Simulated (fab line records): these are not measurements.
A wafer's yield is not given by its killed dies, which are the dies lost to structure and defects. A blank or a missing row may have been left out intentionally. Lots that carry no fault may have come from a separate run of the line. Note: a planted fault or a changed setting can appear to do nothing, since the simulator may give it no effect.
fab line records	flow nand-harc
[record] lots = 24	wafers = 72	last-day = 33
route steps=1302 shown A_CONTACT@1093 A_BLC@1118 A_M1@1181
lots that met no fault: from a run of the same line without faults
start-h: the number of hours between the record's first day and the start of the first shown wafer of the lot	wait-h: hours elapsed since this lot's preceding step	" identical to the entry in the row above	L1.1+2: a single row standing in for several wafers	- value missing, or start not given	* or withheld: withheld	< > ~ a bound
route shown NAME@n: names a module that has steps shown in the file, with the first one's number in the route	usual: mean/standard deviation of fault-free wafers	same: alike in all rows	chamber/n: place in a boat	sites: each site's reading	_std_site: the standard deviation of these	_edge_site: the outer-site mean with the inner-site mean subtracted	radius-mm: how far each site lies from the wafer's centre	mask NAME#n: copy n	behind: the most recent tool/chamber to have shaped the wafer	hold: cause of the lot's hold/its duration in hours/its outcome	device: transistor that didn't switch, given as n, p or np	end of line: tests run on the same wafers once the route is complete	a step with no rows: only its recipe	killed: not the wafer's yield, but the dies lost to structure and defects at the first sort	map: shows each die of a wafer: x if killed, . if not, _ if none is there
set.NAME: setting as actually run; set.NAME@STEP: the setting as run at that earlier step	model.NAME: the simulator's own value behind a step, which no gauge read
the route's steps for a sample of lots (tables are steps, rows are wafers)
services: a tool's chamber out of use, with start hour (start-h, from the record's first day; less than 0 if before it), hours out, and reason
[[steps]]
[step NHARC_A_CONTACT_ETCH_98]
[recipe] target-depth-a = 200	over-etch-frac = 0.5	time-s = 10	ion-energy-ev = 250	c4f6-flow-sccm = 25	o2-flow-sccm = 20	ar-flow-sccm = 500	rf-w = 600	bias-w = 500	chemistry = C4F6/O2
[usual] bias-w = 500.1/1.5	drypump-motor-current-A = 5.7/0.58	oes-product-au = 0.963/0.021	rf-vpp-V = 546/4	showerhead-plenum-p-Torr = 3.86/0.19	throttle-valve-pct = 26.905/0.01
lot.wafer	tool	chamber	start-h	wait-h	bias-w	drypump-motor-current-A	oes-product-au	rf-hours-counter-h	rf-vpp-V	showerhead-plenum-p-Torr	throttle-valve-pct
L075.1	rie-diel-11	0	-	-	501.3	6.3	0.944	23	545	3.85	26.920
L075.5	"	3	"	"	498.1	5.4	0.949	-	552	4.18	26.901
L075.6	"	0	"	"	501.9	6.3	0.951	-	547	3.85	26.911
L074.4	rie-diel-01	3	-	-	498.6	6.3	0.953	20	544	3.76	26.903
L074.1	"	1	"	"	500.4	5.0	0.943	22	553	4.21	26.888
L074.5	"	0	"	"	501.0	6.0	0.942	-	544	3.73	26.900
L076.2	rie-diel-05	2	-	-	498.8	6.3	0.961	38	547	3.96	26.905
L076.4	"	0	"	"	501.5	6.7	0.953	33	541	3.69	26.914
L076.3	"	1	"	"	499.9	5.3	0.937	32	543	3.74	26.910
L078.3	rie-diel-01	0	553.41	0.1	499.9	6.0	0.954	27	542	3.73	26.903
L078.1	"	3	"	"	499.2	6.3	0.968	27	543	3.75	26.904
L078.5	"	1	"	"	499.2	5.0	0.949	-	552	4.21	26.899
L077.2	rie-diel-01	0	554.98	0.1	499.9	6.0	0.950	27	544	3.73	26.903
L077.5	"	3	"	"	500.8	6.3	0.961	-	543	3.75	26.917
L077.6	"	0	"	"	499.1	6.0	0.948	-	543	3.73	26.907
L079.3	rie-diel-01	3	-	-	499.9	6.4	0.975	1	546	3.75	26.887
L079.5	"	2	"	"	504.6	4.9	1.008	-	547	3.94	26.900
L079.6	"	3	"	"	499.3	6.3	0.972	-	545	3.75	26.898
L081.3	rie-diel-11	0	-	-	500.0	6.3	0.941	49	545	3.83	26.908
L081.1	"	2	"	"	501.5	5.5	0.958	44	541	3.66	26.909
L081.2	"	3	"	"	500.7	5.4	0.938	49	551	4.16	26.918
L082.3	rie-diel-11	2	-	-	499.4	5.5	0.969	51	539	3.65	26.912
L082.4	"	3	"	"	500.5	5.4	0.938	56	552	4.16	26.914
L082.5	"	0	"	"	498.1	6.3	0.936	-	545	3.83	26.889
L080.4	rie-diel-05	0	-	-	500.8	6.7	1.000	2	543	3.68	26.894
L080.5	"	0	"	"	499.5	6.7	0.996	-	543	3.68	26.913
L080.6	"	1	"	"	500.2	5.3	0.997	-	544	3.73	26.908
L083.4	rie-diel-01	0	-	-	501.6	6.0	0.999	9	542	3.72	26.906
L083.1	"	2	"	"	499.2	4.9	1.003	9	549	3.94	26.922
L083.6	"	0	"	"	501.3	6.0	1.005	-	541	3.72	26.907
L084.2	rie-diel-05	0	-	-	499.3	6.7	0.995	4	540	3.67	26.892
L084.3	"	1	"	"	500.2	5.3	0.998	4	543	3.73	26.887
L084.6	"	3	"	"	501.1	5.8	1.006	-	541	3.68	26.919
L087.4	rie-diel-11	1	-	-	499.7	5.8	0.989	3	544	3.77	26.914
L087.2	"	3	"	"	497.9	5.4	1.024	2	552	4.15	26.904
L087.5	"	1	"	"	499.4	5.8	0.977	-	545	3.77	26.894
L086.4	rie-diel-01	1	-	-	500.1	5.0	0.958	13	552	4.20	26.909
L086.1	"	3	"	"	498.4	6.3	0.953	13	543	3.75	26.907
L086.6	"	0	"	"	499.2	6.0	0.952	-	544	3.72	26.895
L085.3	rie-diel-01	1	-	-	499.9	4.9	0.956	14	551	4.20	26.893
L085.2	"	3	"	"	500.9	6.3	0.975	14	543	3.75	26.899
L085.4	"	0	"	"	500.1	6.0	0.967	14	543	3.72	26.892
L090.3	rie-diel-01	3	-	-	498.8	6.3	0.959	19	543	3.74	26.913
L090.1	"	1	"	"	496.1	5.0	0.969	18	553	4.20	26.920
L090.6	"	0	"	"	500.6	6.0	0.960	-	542	3.72	26.901
L089.4	rie-diel-01	1	-	-	498.3	4.9	0.961	18	552	4.20	26.916
L089.3	"	2	"	"	501.8	5.0	0.947	17	548	3.93	26.907
L089.5	"	2	"	"	502.1	4.9	0.947	-	547	3.93	26.918
L091.4	rie-diel-01	3	-	-	499.3	6.3	0.953	21	543	3.74	26.888
L091.1	"	0	"	"	501.3	6.1	0.953	20	542	3.72	26.906
L091.3	"	2	"	"	502.9	5.0	0.961	19	546	3.93	26.915
L088.3	rie-diel-01	2	-	-	499.3	4.9	0.970	21	549	3.93	26.901
L088.2	"	0	"	"	501.6	6.0	0.964	22	543	3.71	26.922
L088.5	"	2	"	"	499.6	4.9	0.969	-	548	3.93	26.942
L094.1	rie-diel-01	2	-	-	499.8	5.0	0.948	22	548	3.93	26.914
L094.4	"	3	"	"	497.3	6.3	0.974	24	542	3.74	26.912
L094.5	"	1	"	"	498.4	5.0	0.953	-	552	4.19	26.903
L092.2	rie-diel-01	3	-	-	501.5	6.3	0.977	25	543	3.74	26.907
L092.1	"	0	"	"	499.3	6.0	0.957	25	542	3.71	26.880
L092.5	"	2	"	"	501.3	4.9	0.943	-	546	3.93	26.903
L093.3	rie-diel-01	1	728.75	0.1	497.8	5.0	0.960	30	552	4.19	26.909
L093.5	"	1	"	"	497.2	4.9	0.954	-	552	4.19	26.900
L093.6	"	0	"	"	502.2	6.0	0.960	-	544	3.71	26.903
L096.1	rie-diel-01	3	730.64	0.4	501.5	6.3	0.977	30	543	3.74	26.900
L096.6	"	3	"	"	501.1	6.3	0.979	-	543	3.74	26.884
L096.5	"	0	"	"	499.6	6.1	0.974	-	543	3.71	26.894
L095.2	rie-diel-05	1	-	-	500.2	5.3	0.954	46	543	3.71	26.904
L095.5	"	0	"	"	497.9	6.7	0.934	-	542	3.65	26.906
L095.6	"	1	"	"	499.3	5.3	0.960	-	543	3.71	26.916
L097.1	rie-diel-05	1	-	-	502.3	5.3	0.938	48	541	3.70	26.895
L097.4	"	0	"	"	500.1	6.7	0.931	41	541	3.65	26.901
L097.5	"	1	"	"	500.7	5.3	0.929	-	542	3.70	26.908
[step NHARC_A_BLC_OVL_MEAS_11]
[usual] overlay-x-nm = 0.2/0.87	overlay-y-nm = -0.1/0.61
lot.wafer	tool	chamber	start-h	wait-h	overlay-x-nm	overlay-y-nm
L075.1	overlay-02	-	515.38	-	1.9	0.9
L075.5	"	-	"	"	1.6	0.7
L075.6	"	-	"	"	1.7	0.8
L074.1	overlay-01	-	517.09	-	-0.2	0.3
L074.4	"	-	"	"	-0.2	0.3
L074.5	"	-	"	"	0.3	0.5
L076.2	overlay-01	-	531.05	-	0.5	0.1
L076.3	"	-	"	"	-0.1	0.4
L076.4	"	-	"	"	0.3	0.2
L078.1	overlay-02	-	556.52	-	-0.2	-1.1
L078.3	"	-	"	"	-0.6	-0.7
L078.5	"	-	"	"	-0.9	-1.7
L077.2	overlay-01	-	558.09	-	-0.3	-0.3
L077.5	"	-	"	"	-0.6	-0.4
L077.6	"	-	"	"	-0.5	-0.1
L079.3	overlay-01	-	573.25	-	2.3	0.0
L079.5	"	-	"	"	2.1	0.0
L079.6	"	-	"	"	1.7	0.1
L081.1	overlay-01	-	595.83	-	0.3	-0.2
L081.2	"	-	"	"	0.2	0.5
L081.3	"	-	"	"	0.1	0.3
L082.3	overlay-01	-	600.72	-	0.7	1.7
L082.4	"	-	"	"	1.4	0.6
L082.5	"	-	"	"	0.5	1.1
L080.4	overlay-01	-	604.25	-	0.0	-0.7
L080.5	"	-	"	"	0.6	-0.9
L080.6	"	-	"	"	-0.4	-0.8
L083.1	overlay-02	-	609.46	-	0.5	-0.6
L083.4	"	-	"	"	0.1	-0.6
L083.6	"	-	"	"	-0.4	-0.2
L084.2	overlay-02	-	616.56	-	0.0	0.0
L084.3	"	-	"	"	0.5	-0.2
L084.6	"	-	"	"	0.2	0.4
L087.2	overlay-01	-	631.84	-	0.9	0.5
L087.4	"	-	"	"	0.8	0.3
L087.5	"	-	"	"	0.4	-0.3
L086.1	overlay-01	-	631.99	-	2.1	-0.1
L086.4	"	-	"	"	2.1	-0.7
L086.6	"	-	"	"	1.9	-0.8
L085.2	overlay-02	-	637.83	-	0.3	0.1
L085.3	"	-	"	"	0.4	0.5
L085.4	"	-	"	"	0.2	0.3
L090.1	overlay-01	-	670.59	-	-0.9	0.0
L090.3	"	-	"	"	0.0	0.2
L090.6	"	-	"	"	-0.5	-0.4
L089.3	overlay-02	-	672.01	-	-0.6	-0.2
L089.4	"	-	"	"	-0.3	0.0
L089.5	"	-	"	"	-0.6	0.0
L091.1	overlay-02	-	681.75	-	0.1	-0.5
L091.3	"	-	"	"	-0.4	-0.6
L091.4	"	-	"	"	-0.4	-0.3
L088.2	overlay-01	-	687.71	-	0.9	-0.5
L088.3	"	-	"	"	0.5	-0.2
L088.5	"	-	"	"	0.8	-0.4
L094.1	overlay-02	-	703.23	-	0.7	1.0
L094.4	"	-	"	"	0.5	0.1
L094.5	"	-	"	"	0.4	0.1
L092.1	overlay-01	-	705.22	-	0.4	0.7
L092.2	"	-	"	"	0.0	0.3
L092.5	"	-	"	"	1.3	0.4
L093.3	overlay-02	-	731.86	-	-1.4	0.1
L093.5	"	-	"	"	-1.5	0.0
L093.6	"	-	"	"	-1.5	-0.7
L096.1	overlay-02	-	733.75	-	0.1	0.6
L096.5	"	-	"	"	-0.5	-0.1
L096.6	"	-	"	"	-0.1	0.6
L095.2	overlay-01	-	739.78	-	0.8	-0.2
L095.5	"	-	"	"	0.6	-0.6
L095.6	"	-	"	"	0.6	-0.9
L097.1	overlay-02	-	749.17	-	-1.2	-0.7
L097.4	"	-	"	"	-1.0	-1.1
L097.5	"	-	"	"	-1.6	-1.4
[step NHARC_A_BLC_CVD_24]
[recipe] target-thk-a = 1500	temp-c = 300	pressure-torr = 40	wf6-flow-sccm = 40	h2-flow-sccm = 1600	ar-flow-sccm = 1560	time-s = 434	material = W
[usual] heater-power-w = 474/45	susceptor-temp-C = 300.05/0.2	throttle-valve-pct = 7.87/0.21
lot.wafer	tool	chamber	start-h	wait-h	heater-power-w	since-wet-clean-h	susceptor-temp-C	throttle-valve-pct
L075.1	cvd-w-02	1	-	-	428	55	300.09	7.70
L075.5	"	1	"	"	428	-	300.09	7.78
L075.6	"	0	"	"	532	-	300.20	7.51
L074.1	cvd-w-01	0	-	-	449	140	299.63	8.11
L074.4	"	1	"	"	509	-	300.02	7.59
L074.5	"	0	"	"	457	-	299.57	7.99
L076.2	cvd-w-01	0	-	-	459	154	299.96	8.14
L076.4	"	1	"	"	500	-	300.27	7.83
L076.3	"	0	"	"	451	-	299.89	8.08
L078.1	cvd-w-02	0	-	-	529	96	299.90	7.52
L078.3	"	0	"	"	517	-	300.03	7.66
L078.5	"	1	"	"	434	-	300.03	7.73
L077.2	cvd-w-01	1	-	-	520	0	300.27	7.91
L077.6	"	1	"	"	526	-	300.27	7.97
L077.5	"	0	"	"	414	-	300.13	7.64
L079.3	cvd-w-02	1	-	-	420	-	-	8.09
L079.6	"	1	"	"	427	-	-	7.78
L079.5	"	0	"	"	534	-	-	7.40
L081.2	cvd-w-01	1	-	-	509	38	300.08	7.84
L081.1	"	0	"	"	420	38	299.77	7.64
L081.3	"	0	"	"	426	-	300.19	7.75
L082.4	cvd-w-02	0	-	-	523	-	299.99	7.66
L082.3	"	1	"	"	424	-	300.07	7.71
L082.5	"	1	"	"	427	-	300.62	7.77
L080.4	cvd-w-01	1	-	-	533	-	299.92	8.15
L080.6	"	1	"	"	523	-	299.82	8.10
L080.5	"	0	"	"	431	-	300.00	7.98
L083.1	cvd-w-02	1	-	-	433	149	300.02	7.81
L083.4	"	0	"	"	532	-	299.90	7.85
L083.6	"	1	"	"	435	-	299.92	7.65
L084.2	cvd-w-02	0	-	-	524	156	299.88	7.84
L084.3	"	0	"	"	521	-	300.20	7.63
L084.6	"	1	"	"	429	-	300.34	7.75
L087.2	cvd-w-01	1	-	-	531	74	300.20	8.03
L087.4	"	0	"	"	426	-	300.26	7.71
L087.5	"	1	"	"	515	-	300.57	8.08
L086.1	cvd-w-01	1	-	-	516	75	300.14	8.24
L086.4	"	0	"	"	435	-	300.21	7.54
L086.6	"	0	"	"	423	-	299.97	7.46
L085.2	cvd-w-01	0	-	-	418	80	-	7.93
L085.3	"	1	"	"	513	-	-	8.03
L085.4	"	0	"	"	428	-	-	7.75
L090.1	cvd-w-01	1	-	-	522	113	299.95	8.22
L090.3	"	1	"	"	531	-	300.02	8.11
L090.6	"	1	"	"	511	-	299.74	8.45
L089.3	cvd-w-02	1	-	-	436	-	300.15	7.88
L089.4	"	0	"	"	481	-	299.74	7.77
L089.5	"	0	"	"	487	-	299.96	7.76
L091.1	cvd-w-02	0	-	-	488	40	300.31	7.70
L091.4	"	0	"	"	499	-	300.20	8.03
L091.3	"	1	"	"	426	-	300.17	7.95
L088.2	cvd-w-02	0	-	-	491	46	300.21	7.86
L088.3	"	1	"	"	429	-	300.02	8.09
L088.5	"	0	"	"	490	-	299.96	7.78
L094.1	cvd-w-01	1	-	-	515	145	300.23	8.17
L094.4	"	0	"	"	428	-	299.82	7.84
L094.5	"	1	"	"	530	-	299.99	8.05
L092.1	cvd-w-02	0	-	-	495	64	300.23	8.02
L092.2	"	1	"	"	421	64	300.19	7.80
L092.5	"	1	"	"	435	-	300.37	8.03
L093.3	cvd-w-02	1	-	-	428	-	299.84	8.19
L093.5	"	1	"	"	432	-	299.95	8.15
L093.6	"	0	"	"	490	-	299.84	8.03
L096.1	cvd-w-02	0	-	-	499	92	300.24	8.11
L096.5	"	0	"	"	496	-	300.05	7.97
L096.6	"	0	"	"	490	-	299.95	7.77
L095.2	cvd-w-01	1	-	-	521	1	299.79	7.29
L095.5	"	0	"	"	438	-	300.10	7.77
L095.6	"	1	"	"	528	-	299.80	7.66
L097.1	cvd-w-02	1	-	-	423	107	300.13	7.78
L097.4	"	1	"	"	429	-	300.26	7.94
L097.5	"	1	"	"	423	-	299.95	8.17
[step NHARC_A_BLC_CMP_25]
[recipe] t-overpolish-s = 30	target-thk-nm = 150
[usual] motor-current-A = 11.5/1	overpolish-run-s = 29.999/0.0077	time-to-endpoint-s = 29.5/2
[same] t-overpolish-s = 30
lot.wafer	tool	chamber	start-h	wait-h	motor-current-A	overpolish-run-s	time-to-endpoint-s
L075.1	cmp-03	0	518.10	0.5	12.5	30.003	28.4
L075.5	"	1	"	"	10.1	30.007	29.2
L075.6	"	2	"	"	12.2	29.998	26.7
L074.1	cmp-04	2	519.78	0.5	12.4	30.000	26.9
L074.4	"	3	"	"	10.7	29.995	30.5
L074.5	"	1	"	"	11.4	29.998	27.6
L076.4	cmp-04	0	533.80	0.3	10.2	29.989	28.8
L076.2	"	2	"	"	12.7	29.992	26.3
L076.3	"	3	"	"	11.0	30.011	26.0
L078.1	cmp-03	3	559.17	0.5	11.4	30.008	30.2
L078.3	"	0	"	"	11.9	29.996	32.3
L078.5	"	0	"	"	12.7	29.985	31.4
L077.2	cmp-03	3	560.80	0.5	11.6	30.010	30.0
L077.6	"	0	"	"	12.3	30.001	28.9
L077.5	"	1	"	"	9.7	29.991	33.0
L079.3	cmp-03	2	575.88	0.3	12.5	29.993	28.2
L079.6	"	2	"	"	13.9	30.008	32.0
L079.5	"	3	"	"	12.2	30.005	31.1
L081.1	cmp-01	1	598.65	0.4	12.0	29.996	28.8
L081.2	"	2	"	"	10.9	29.990	30.3
L081.3	"	3	"	"	10.8	30.004	31.3
L082.4	cmp-01	1	603.41	0.4	11.9	30.003	31.3
L082.3	"	2	"	"	10.6	30.006	33.1
L082.5	"	0	"	"	12.1	29.992	33.1
L080.4	cmp-04	2	606.97	0.3	12.1	29.985	27.6
L080.6	"	1	"	"	11.5	29.990	29.2
L080.5	"	2	"	"	12.3	29.998	28.3
L083.4	cmp-03	1	612.12	0.3	9.3	30.001	31.2
L083.1	"	2	"	"	12.9	29.994	29.2
L083.6	"	0	"	"	12.4	29.996	31.5
L084.3	cmp-03	3	619.22	0.3	12.1	29.990	29.6
L084.2	"	0	"	"	12.4	30.000	30.1
L084.6	"	3	"	"	11.6	29.999	31.4
L087.2	cmp-03	3	634.48	0.5	11.9	30.020	27.0
L087.4	"	0	"	"	11.9	29.994	29.0
L087.5	"	3	"	"	12.1	29.994	27.9
L086.4	cmp-01	0	634.97	0.4	11.3	30.004	27.2
L086.1	"	1	"	"	12.3	29.992	29.1
L086.6	"	2	"	"	11.0	29.996	29.5
L085.3	cmp-04	2	640.47	0.3	12.0	30.012	30.0
L085.2	"	3	"	"	11.2	29.991	32.5
L085.4	"	0	"	"	9.9	29.999	30.4
L090.3	cmp-01	3	673.31	0.3	11.0	30.002	28.6
L090.1	"	0	"	"	11.5	30.001	25.3
L090.6	"	3	"	"	10.9	30.005	26.1
L089.4	cmp-01	0	674.70	0.3	11.7	30.003	25.3
L089.3	"	1	"	"	11.7	29.987	29.2
L089.5	"	2	"	"	11.3	30.002	28.6
L091.3	cmp-01	0	684.39	0.2	11.8	30.011	27.7
L091.1	"	2	"	"	11.0	30.004	29.6
L091.4	"	3	"	"	10.8	30.004	28.7
L088.3	cmp-01	2	690.36	0.3	11.3	29.996	30.6
L088.2	"	0	"	"	11.9	30.007	28.8
L088.5	"	3	"	"	11.5	30.002	27.5
L094.4	cmp-03	3	705.90	0.3	11.5	30.001	27.4
L094.1	"	1	"	"	9.5	30.003	29.4
L094.5	"	3	"	"	11.7	30.006	28.6
L092.2	cmp-03	0	708.24	0.4	12.4	29.995	31.1
L092.1	"	1	"	"	9.9	30.005	29.2
L092.5	"	2	"	"	13.6	30.007	29.0
L093.3	cmp-03	1	734.78	0.3	9.5	29.998	32.0
L093.6	"	0	"	"	11.8	30.000	33.6
L093.5	"	1	"	"	9.5	29.994	31.7
L096.1	cmp-01	2	736.82	0.8	11.3	29.998	32.1
L096.5	"	2	"	"	11.2	30.008	34.3
L096.6	"	3	"	"	11.0	29.998	33.5
L095.2	cmp-04	3	742.50	0.5	10.8	29.998	30.1
L095.6	"	0	"	"	9.7	29.994	31.9
L095.5	"	1	"	"	11.6	30.001	32.8
L097.4	cmp-04	2	751.80	0.2	12.6	29.992	27.7
L097.1	"	1	"	"	11.5	30.001	28.9
L097.5	"	2	"	"	12.2	29.999	26.6
[step NHARC_A_BLC_INSPECT_28]
[usual] raw-defect-count = 538/100
lot.wafer	tool	chamber	start-h	wait-h	raw-defect-count
L075.1	defect-inspect-02	-	518.43	0.1	621
L075.5	"	-	"	"	539
L075.6	"	-	"	"	359
L074.1	defect-inspect-02	-	520.13	0.1	468
L074.4	"	-	"	"	472
L074.5	"	-	"	"	499
L076.2	defect-inspect-01	-	534.20	0.1	543
L076.3	"	-	"	"	557
L076.4	"	-	"	"	560
L078.1	defect-inspect-01	-	559.57	0.1	600
L078.3	"	-	"	"	587
L078.5	"	-	"	"	553
L077.2	defect-inspect-02	-	561.13	0.1	572
L077.5	"	-	"	"	331
L077.6	"	-	"	"	601
L079.3	defect-inspect-02	-	576.29	0.1	698
L079.5	"	-	"	"	536
L079.6	"	-	"	"	553
L081.1	defect-inspect-02	-	599.05	0.1	463
L081.2	"	-	"	"	460
L081.3	"	-	"	"	743
L082.3	defect-inspect-02	-	603.76	0.1	493
L082.4	"	-	"	"	438
L082.5	"	-	"	"	404
L080.4	defect-inspect-02	-	607.35	0.1	493
L080.5	"	-	"	"	473
L080.6	"	-	"	"	672
L083.1	defect-inspect-01	-	612.50	0.1	418
L083.4	"	-	"	"	515
L083.6	"	-	"	"	552
L084.2	defect-inspect-02	-	619.60	0.1	450
L084.3	"	-	"	"	551
L084.6	"	-	"	"	646
L087.2	defect-inspect-02	-	634.88	0.1	533
L087.4	"	-	"	"	596
L087.5	"	-	"	"	575
L086.1	defect-inspect-02	-	635.32	0.1	607
L086.4	"	-	"	"	532
L086.6	"	-	"	"	676
L085.2	defect-inspect-02	-	640.87	0.1	681
L085.3	"	-	"	"	579
L085.4	"	-	"	"	522
L090.1	defect-inspect-01	-	673.69	0.1	666
L090.3	"	-	"	"	802
L090.6	"	-	"	"	567
L089.3	defect-inspect-01	-	675.06	0.1	553
L089.4	"	-	"	"	666
L089.5	"	-	"	"	388
L091.1	defect-inspect-01	-	684.79	0.1	429
L091.3	"	-	"	"	424
L091.4	"	-	"	"	362
L088.2	defect-inspect-01	-	690.76	0.1	600
L088.3	"	-	"	"	678
L088.5	"	-	"	"	465
L094.1	defect-inspect-01	-	706.30	0.1	593
L094.4	"	-	"	"	548
L094.5	"	-	"	"	546
L092.1	defect-inspect-02	-	708.60	0.1	443
L092.2	"	-	"	"	373
L092.5	"	-	"	"	544
L093.3	defect-inspect-02	-	735.16	0.1	551
L093.5	"	-	"	"	479
L093.6	"	-	"	"	660
L096.1	defect-inspect-02	-	737.24	0.1	631
L096.5	"	-	"	"	452
L096.6	"	-	"	"	501
L095.2	defect-inspect-02	-	742.83	0.1	373
L095.5	"	-	"	"	569
L095.6	"	-	"	"	700
L097.1	defect-inspect-01	-	752.20	0.1	543
L097.4	"	-	"	"	507
L097.5	"	-	"	"	508
[step NHARC_A_M1_INSPECT_11]
[usual] raw-defect-count = 88/25
lot.wafer	tool	chamber	start-h	wait-h	raw-defect-count
L075.1	defect-inspect-02	-	523.57	0.0	69
L075.5	"	-	"	"	93
L075.6	"	-	"	"	72
L074.1	defect-inspect-01	-	525.12	0.0	122
L074.4	"	-	"	"	127
L074.5	"	-	"	"	102
L076.2	defect-inspect-02	-	539.31	0.0	105
L076.3	"	-	"	"	102
L076.4	"	-	"	"	108
L078.1	defect-inspect-01	-	564.66	0.0	126
L078.3	"	-	"	"	131
L078.5	"	-	"	"	115
L077.2	defect-inspect-02	-	566.22	0.0	64
L077.5	"	-	"	"	70
L077.6	"	-	"	"	73
L079.3	defect-inspect-01	-	581.35	0.0	119
L079.5	"	-	"	"	106
L079.6	"	-	"	"	114
L081.1	defect-inspect-01	-	604.81	0.0	32
L081.2	"	-	"	"	47
L081.3	"	-	"	"	33
L082.3	defect-inspect-01	-	608.68	0.0	74
L082.4	"	-	"	"	83
L082.5	"	-	"	"	82
L080.4	defect-inspect-02	-	612.41	0.0	119
L080.5	"	-	"	"	107
L080.6	"	-	"	"	113
L083.1	defect-inspect-02	-	617.48	0.0	75
L083.4	"	-	"	"	79
L083.6	"	-	"	"	85
L084.2	defect-inspect-02	-	624.47	0.0	95
L084.3	"	-	"	"	88
L084.6	"	-	"	"	72
L087.2	defect-inspect-01	-	639.71	0.0	130
L087.4	"	-	"	"	141
L087.5	"	-	"	"	140
L086.1	defect-inspect-02	-	640.64	0.0	61
L086.4	"	-	"	"	53
L086.6	"	-	"	"	66
L085.2	defect-inspect-02	-	645.92	0.0	93
L085.3	"	-	"	"	79
L085.4	"	-	"	"	82
L090.1	defect-inspect-02	-	678.61	0.0	75
L090.3	"	-	"	"	72
L090.6	"	-	"	"	59
L089.3	defect-inspect-01	-	680.02	0.0	59
L089.4	"	-	"	"	83
L089.5	"	-	"	"	71
L091.1	defect-inspect-02	-	690.18	0.0	76
L091.3	"	-	"	"	69
L091.4	"	-	"	"	72
L088.2	defect-inspect-02	-	695.93	0.0	113
L088.3	"	-	"	"	110
L088.5	"	-	"	"	93
L094.1	defect-inspect-02	-	711.75	0.0	92
L094.4	"	-	"	"	121
L094.5	"	-	"	"	126
L092.1	defect-inspect-01	-	713.83	0.0	70
L092.2	"	-	"	"	72
L092.5	"	-	"	"	78
L093.3	defect-inspect-01	-	740.11	0.0	101
L093.5	"	-	"	"	108
L093.6	"	-	"	"	99
L096.1	defect-inspect-01	-	742.23	0.0	55
L096.5	"	-	"	"	75
L096.6	"	-	"	"	57
L095.2	defect-inspect-01	-	747.77	0.0	67
L095.5	"	-	"	"	97
L095.6	"	-	"	"	93
L097.1	defect-inspect-01	-	757.58	0.1	81
L097.4	"	-	"	"	74
L097.5	"	-	"	"	50
[[services]]
tool	chamber	start-h	hours	kind
cmp-04	-	504.51	4.0	pm
cmp-01	-	527.55	0.5	repair
cvd-w-01	-	547.00	13.0	pm
cmp-03	-	554.24	4.0	pm
cmp-01	-	557.02	0.6	repair
rie-diel-01	-	557.82	9.0	pm
cmp-04	-	568.24	3.2	repair
cmp-01	-	577.52	4.0	pm
rie-diel-05	-	583.66	9.0	pm
cmp-03	-	591.50	5.3	repair
cmp-01	-	600.13	1.7	repair
cmp-04	-	602.51	4.0	pm
rie-diel-05	0	624.22	17.4	repair
cvd-w-02	-	631.00	13.0	pm
cmp-03	-	652.24	4.0	pm
cmp-03	-	674.03	2.3	repair
cmp-01	-	675.52	4.0	pm
cmp-04	-	700.51	4.0	pm
cmp-04	-	710.66	0.5	repair
cmp-03	-	718.48	7.0	repair
cvd-w-01	-	728.00	13.0	pm
rie-diel-01	-	734.82	9.0	pm
cvd-w-02	1	735.33	4.9	repair
cmp-03	-	750.24	4.0	pm
[[key]]
fault none
